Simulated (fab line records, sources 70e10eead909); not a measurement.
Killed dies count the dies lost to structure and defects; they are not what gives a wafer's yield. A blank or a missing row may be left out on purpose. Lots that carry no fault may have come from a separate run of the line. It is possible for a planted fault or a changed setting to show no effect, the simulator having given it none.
Chamber matching ; flow nand-harc ; NHARC_A_STAIRCASE_TRIM_229 on rie-diel-11: 4 sister chambers
The step chemistry O2, time 211.2 s. 16 wafers are shown with their chamber, then 8 later ones without.

WAFERS WITH THEIR CHAMBER
wafer;chamber;drypump-motor-current-A (A);showerhead-plenum-p-Torr (Torr);oes-product-au (a.u.)
L075.1;1;5.1;3.50;1.001
L075.4;3;5.2;3.72;1.021
L075.6;1;5.1;3.50;1.002
L075.2;2;5.4;3.63;1.001
L075.3;0;6.6;3.57;1.000
L075.5;2;5.4;3.63;1.012
L077.2;2;5.4;3.63;1.018
L077.4;0;6.6;3.56;1.011
L077.6;2;5.4;3.63;1.020
L082.1;2;5.4;3.62;1.006
L082.5;0;6.6;3.56;1.005
L082.6;3;5.2;3.71;0.994
L088.1;1;5.1;3.49;0.988
L088.4;3;5.3;3.70;0.998
L088.6;3;5.3;3.70;0.996
L091.1;2;5.4;3.61;1.000

SIGNATURES, as means of the wafers listed above
reading;chamber 0;chamber 1;chamber 2;chamber 3;scatter within a chamber
drypump-motor-current-A;6.600;5.100;5.400;5.250;0.0289
showerhead-plenum-p-Torr;3.5633;3.4967;3.6250;3.7075;0.00795
oes-product-au;1.00533;0.99700;1.00950;1.00225;0.00923
Rule: a wafer's distance from a chamber is the root of the sum, over the readings, of the square of ((its reading less the chamber's mean) divided by the reading's scatter). If the next closest chamber is less than 2 further off than the closest, the wafer can't be placed; otherwise it belongs to the closest. How the scatter is found: for the shown wafers, subtract from each reading the mean of its chamber, square and add these, divide the total by (wafers less chambers), then take the root.

WAFERS WHOSE CHAMBER IS MISSING
wafer;drypump-motor-current-A (A);showerhead-plenum-p-Torr (Torr);oes-product-au (a.u.)
L091.2;6.7;3.54;1.008
L091.3;5.1;3.48;0.991
L094.1;5.4;3.60;1.008
L094.3;6.6;3.54;1.014
L094.4;5.1;3.48;1.002
L096.1;5.4;3.60;1.011
L096.3;5.2;3.69;1.006
L096.6;5.1;3.47;0.983

WHICH CHAMBER EACH ONE RAN IN
wafer;from the rows above;in truth
L091.2;0;0
L091.3;1;1
L094.1;2;2
L094.3;0;0
L094.4;1;1
L096.1;2;2
L096.3;3;3
L096.6;1;1
8 of 8 placed correctly. Not placeable from these rows: 0. Wrongly placed: 0.
